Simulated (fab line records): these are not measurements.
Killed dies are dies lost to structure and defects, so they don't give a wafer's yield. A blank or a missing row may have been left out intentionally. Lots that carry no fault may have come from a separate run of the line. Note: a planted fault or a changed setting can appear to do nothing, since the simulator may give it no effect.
Struck lot and sound lot, side by side || flow nand-harc || 15 steps out of a route of 1159
Sound: the wafers L785.1, L785.5, L785.6. Wafers struck: L782.1, L782.4, L782.5. The cause is named last.
Each step with rows lists, per side, the tool, then ch with its chambers, then its first start. Under that, the readings that differ: sound wafers || struck wafers || difference of the means || sigmas: that difference in standard deviations of wafers without a fault.
alike: a reading whose means differ by less than 2 such deviations, as well as words and numbers matching on both sides. not compared: withheld readings; readings where some wafer has no value; bounds like >300 that might hide an equal value; numbers whose values overlap and for which the record gives no deviation.
The two part at a step that has a row with sigmas, a row that says differs or no value, or rows on one side only. Non-overlapping numbers with no deviation appear without sigmas and do not part them. A reading missing from all wafers of one side parts the sides only when that side holds two or more wafers.

first, 2 steps without rows for these wafers: NHARC_P_CONTACT_ETCH_35 (etches the open film in CF4, target depth 39 nm, time 65 s); NHARC_P_CONTACT_ETCH_36 (etches the open film in N2/H2, target depth 260 nm, time 406.25 s).
NHARC_P_CONTACT_ETCH_18: etches the open film in C4F8/O2/Ar, target depth 481 nm, time 240.5 s.
  sound: rie-diel-08 ch 0,1,3; struck: rie-diel-04 ch 0,3
  alike: chamber-pressure-mTorr, oes-product-au, rf-vpp-V
  not compared: rf-hours-counter-h
then, 1 step without rows for these wafers: NHARC_P_CONTACT_STRIP_37 (strips in C4F8/O2/Ar).
NHARC_P_CONTACT_ETCH_31: etches the open film in CH3F/O2, target depth 30 nm, time 85.7 s.
  sound: rie-diel-08 ch 0,1,3; struck: rie-diel-04 ch 0,3
  alike: chamber-pressure-mTorr, drypump-motor-current-A, oes-product-au, rf-vpp-V, showerhead-plenum-p-Torr, throttle-valve-pct
  not compared: rf-hours-counter-h
NHARC_P_CONTACT_CD_MEAS_19:
  sound on cd-sem-03 at day 8 10:26; struck on cd-sem-02 at day 7 12:35
  alike: cd-nm
NHARC_P_CONTACT_STRIP_28: strips in O2.
  sound on rie-diel-08 ch 0,2,3, day 8 10:32; struck on rie-diel-08 ch 0,3, day 7 12:40
  alike: chamber-pressure-mTorr, drypump-motor-current-A, oes-product-au, rf-vpp-V, showerhead-plenum-p-Torr, throttle-valve-pct
  not compared: rf-hours-counter-h
then, 1 step without rows for these wafers: NHARC_P_CONTACT_STRIP_29 (strips in post etch residue remover, time 1200 s).
NHARC_P_CONTACT_DEGAS_38: time 60 s.
  sound on pvd-sputter-03 at day 8 11:09; struck on pvd-sputter-02 at day 7 13:18
  alike: heater-power-w
then, 1 step without rows for these wafers: NHARC_P_CONTACT_PRE_CLEAN_39 (time 19.5 s).
NHARC_P_CONTACT_PVD_32: deposits Ti, target thk 5 nm, time 17.7 s.
  sound on pvd-sputter-03; struck on pvd-sputter-02
  alike: substrate-temp-c, throttle-valve-pct
then, 1 step without rows for these wafers: NHARC_P_CONTACT_ALD_22 (deposits TiN, target thk 3 nm, pulse time 1 s, ald cycles 150).
NHARC_P_CONTACT_CVD_23: deposits W, target thk 200 nm, time 557 s.
  sound on cvd-w-01 ch 0,1, day 8 11:36; struck on cvd-w-02 ch 0,1, day 7 15:22
  alike: heater-power-w, throttle-valve-pct
NHARC_P_CONTACT_CMP_24: polishes, t overpolish 30 s, target thk 200 nm.
  sound on cmp-02 ch 0,2,3, day 8 12:17; struck on cmp-02 ch 0,1,3, day 7 16:03
{"reading": "time-to-endpoint-s (s)", "sound": "36.2 37.3 36.2", "struck": "74.8 82.9 76.7", "difference": "+41.6", "sigmas": "+14"}
  alike: motor-current-A, overpolish-run-s, retaining-ring-pressure-frac, slurry-filter-dp-kPa
-- jump in the record: it breaks off in module P_CONTACT and resumes in module END (first step shown: number 1159 of the route), and 14 days separate the struck wafers' starts before and after --
NHARC_END_SORT_01:
  at this point the record logs the struck wafers (prober-02 ch 0, day 21 07:23) and has no rows for the sound ones

## WHERE THEY PART
First at NHARC_P_CONTACT_CMP_24; last, within this record, at NHARC_END_SORT_01.

WHY: the cause the simulator had injected
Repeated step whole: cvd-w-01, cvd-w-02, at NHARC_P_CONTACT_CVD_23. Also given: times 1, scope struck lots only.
